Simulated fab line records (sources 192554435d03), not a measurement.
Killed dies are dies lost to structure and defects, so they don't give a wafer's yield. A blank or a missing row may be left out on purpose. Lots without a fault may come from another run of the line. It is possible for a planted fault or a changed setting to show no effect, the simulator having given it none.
Check for tools in common / flow n5_finfet / 27 wafers sampled across 9 lots

WHY IT WAS OPENED
Flagged at N5_SD_EPI_P_INSPECT_26: reading raw_defect_count, on 2 of 9 lots. Fault-free wafers read 163, with a standard deviation of 32.
Rule: a lot gets a flag if all its wafers with a number sit over 4 standard deviations from that mean, or if no wafer of it has a number. As for the other lots, they are considered sound.

lot=L378; measured=day 3 12:01; on=defect_inspect-01; raw_defect_count, wafer by wafer=147 140 142; flag=
lot=L379; measured=day 3 18:55; on=defect_inspect-02; raw_defect_count, wafer by wafer=199 191 172; flag=
lot=L383; measured=day 5 00:27; on=defect_inspect-01; raw_defect_count, wafer by wafer=109 149 148; flag=
lot=L387; measured=day 5 17:23; on=defect_inspect-02; raw_defect_count, wafer by wafer=994 1044 938; flag=FLAGGED
lot=L388; measured=day 5 22:09; on=defect_inspect-02; raw_defect_count, wafer by wafer=1019 1023 1046; flag=FLAGGED
lot=L392; measured=day 7 01:25; on=defect_inspect-02; raw_defect_count, wafer by wafer=135 195 155; flag=
lot=L395; measured=day 7 22:31; on=defect_inspect-02; raw_defect_count, wafer by wafer=123 119 99; flag=
lot=L398; measured=day 8 14:56; on=defect_inspect-01; raw_defect_count, wafer by wafer=162 175 142; flag=
lot=L399; measured=day 9 00:29; on=defect_inspect-01; raw_defect_count, wafer by wafer=196 188 219; flag=
On average the flagged lots' numbers are 1011, which is +848 against the usual, or +26 standard deviations.

LOT BY LOT: THE TOOL USED
Before the reading, the record contains 3 process steps out of a 1938-step route. Cell contents, in order: the tool; ch with the chambers the sampled wafers went through; the start.
lot=L378; flag=; N5_SD_EPI_P_ETCH_16=rie_diel-05 ch 0,1,3, day 3 08:55; N5_SD_EPI_P_STRIP_40=plasma_asher-01 ch 0,1, day 3 09:09; N5_SD_EPI_P_PRECLEAN_24=wet_bench-06 ch 0,4,6, day 3 11:57
lot=L379; flag=; N5_SD_EPI_P_ETCH_16=rie_diel-01 ch 0,2, day 3 15:49; N5_SD_EPI_P_STRIP_40=plasma_asher-01 ch 0,1, day 3 16:02; N5_SD_EPI_P_PRECLEAN_24=wet_bench-01 ch 1,2,4, day 3 18:51
lot=L383; flag=; N5_SD_EPI_P_ETCH_16=rie_diel-04 ch 1,3, day 4 20:31; N5_SD_EPI_P_STRIP_40=plasma_asher-02 ch 0,1, day 4 20:45; N5_SD_EPI_P_PRECLEAN_24=wet_bench-01 ch 2,5,7, day 5 00:23
lot=L387; flag=FLAGGED; N5_SD_EPI_P_ETCH_16=rie_diel-05 ch 0,2,3, day 5 14:17; N5_SD_EPI_P_STRIP_40=plasma_asher-01 ch 0,1, day 5 14:31; N5_SD_EPI_P_PRECLEAN_24=wet_bench-01 ch 2,3,4, day 5 17:20
lot=L388; flag=FLAGGED; N5_SD_EPI_P_ETCH_16=rie_diel-05 ch 0,2,3, day 5 18:11; N5_SD_EPI_P_STRIP_40=plasma_asher-01 ch 1, day 5 18:24; N5_SD_EPI_P_PRECLEAN_24=wet_bench-01 ch 4,6,7, day 5 22:05
lot=L392; flag=; N5_SD_EPI_P_ETCH_16=rie_diel-05 ch 0,1,2, day 6 20:20; N5_SD_EPI_P_STRIP_40=plasma_asher-02 ch 0,1, day 6 20:33; N5_SD_EPI_P_PRECLEAN_24=wet_bench-06 ch 0,2,6, day 7 01:20
lot=L395; flag=; N5_SD_EPI_P_ETCH_16=rie_diel-04 ch 0,1,3, day 7 18:34; N5_SD_EPI_P_STRIP_40=plasma_asher-01 ch 0,1, day 7 18:47; N5_SD_EPI_P_PRECLEAN_24=wet_bench-06 ch 0,3,6, day 7 22:26
lot=L398; flag=; N5_SD_EPI_P_ETCH_16=rie_diel-04 ch 0,1,3, day 8 11:49; N5_SD_EPI_P_STRIP_40=plasma_asher-01 ch 0,1, day 8 12:02; N5_SD_EPI_P_PRECLEAN_24=wet_bench-06 ch 4,6,7, day 8 14:52
lot=L399; flag=; N5_SD_EPI_P_ETCH_16=rie_diel-05 ch 0,1,2, day 8 21:23; N5_SD_EPI_P_STRIP_40=plasma_asher-01 ch 0,1, day 8 21:37; N5_SD_EPI_P_PRECLEAN_24=wet_bench-01 ch 1,6,7, day 9 00:26
What the steps here do:
- N5_SD_EPI_P_ETCH_16: etches SiO2 in CHF3/O2, target depth 5 nm.
- N5_SD_EPI_P_STRIP_40: strips in N2/H2.
- N5_SD_EPI_P_PRECLEAN_24: cleans in O3/DIW, time 45 s.
- N5_SD_EPI_P_INSPECT_26: inspects for defects (darkfield).

FLAGGED AGAINST TOTAL, ONE TOOL AT A TIME (gauges that did the reading follow at the end)
step=N5_SD_EPI_P_ETCH_16; tool=rie_diel-01; lots run=1; flagged=0; share of the flagged lots=none; sound lots run after its first flagged lot=-
step=N5_SD_EPI_P_ETCH_16; tool=rie_diel-04; lots run=3; flagged=0; share of the flagged lots=none; sound lots run after its first flagged lot=-
step=N5_SD_EPI_P_ETCH_16; tool=rie_diel-05; lots run=5; flagged=2; share of the flagged lots=all; sound lots run after its first flagged lot=2 (L392,L399)
step=N5_SD_EPI_P_STRIP_40; tool=plasma_asher-01; lots run=7; flagged=2; share of the flagged lots=all; sound lots run after its first flagged lot=3 (L395,L398,L399)
step=N5_SD_EPI_P_STRIP_40; tool=plasma_asher-02; lots run=2; flagged=0; share of the flagged lots=none; sound lots run after its first flagged lot=-
step=N5_SD_EPI_P_PRECLEAN_24; tool=wet_bench-01; lots run=5; flagged=2; share of the flagged lots=all; sound lots run after its first flagged lot=1 (L399)
step=N5_SD_EPI_P_PRECLEAN_24; tool=wet_bench-06; lots run=4; flagged=0; share of the flagged lots=none; sound lots run after its first flagged lot=-
step=N5_SD_EPI_P_INSPECT_26; tool=defect_inspect-01; lots run=4; flagged=0; share of the flagged lots=none; sound lots run after its first flagged lot=-
step=N5_SD_EPI_P_INSPECT_26; tool=defect_inspect-02; lots run=5; flagged=2; share of the flagged lots=all; sound lots run after its first flagged lot=2 (L392,L395)

THE TABLE: WHAT IT ALLOWS
4 rows of the table ran every flagged lot: rie_diel-05 at N5_SD_EPI_P_ETCH_16, plasma_asher-01 at N5_SD_EPI_P_STRIP_40, wet_bench-01 at N5_SD_EPI_P_PRECLEAN_24, defect_inspect-02 at N5_SD_EPI_P_INSPECT_26.
- rie_diel-05 at N5_SD_EPI_P_ETCH_16: 2 of its 5 lots flagged. Sound lots followed the first flagged one (L392, L399) on it, something a lasting fault affecting the whole tool could not allow.
- plasma_asher-01 at N5_SD_EPI_P_STRIP_40: 2 of its 7 lots flagged. Sound lots followed the first flagged one (L395, L398, L399) on it, something a lasting fault affecting the whole tool could not allow.
- wet_bench-01 at N5_SD_EPI_P_PRECLEAN_24: 2 of its 5 lots flagged. Sound lots followed the first flagged one (L399) on it, something a lasting fault affecting the whole tool could not allow.
- defect_inspect-02 at N5_SD_EPI_P_INSPECT_26: 2 of its 5 lots flagged. Sound lots followed the first flagged one (L392, L395) on it, something a lasting fault affecting the whole tool could not allow.
There is no row in the table that ran each flagged lot and no sound lot after the first.

WHAT THE SIMULATOR HAD PUT IN
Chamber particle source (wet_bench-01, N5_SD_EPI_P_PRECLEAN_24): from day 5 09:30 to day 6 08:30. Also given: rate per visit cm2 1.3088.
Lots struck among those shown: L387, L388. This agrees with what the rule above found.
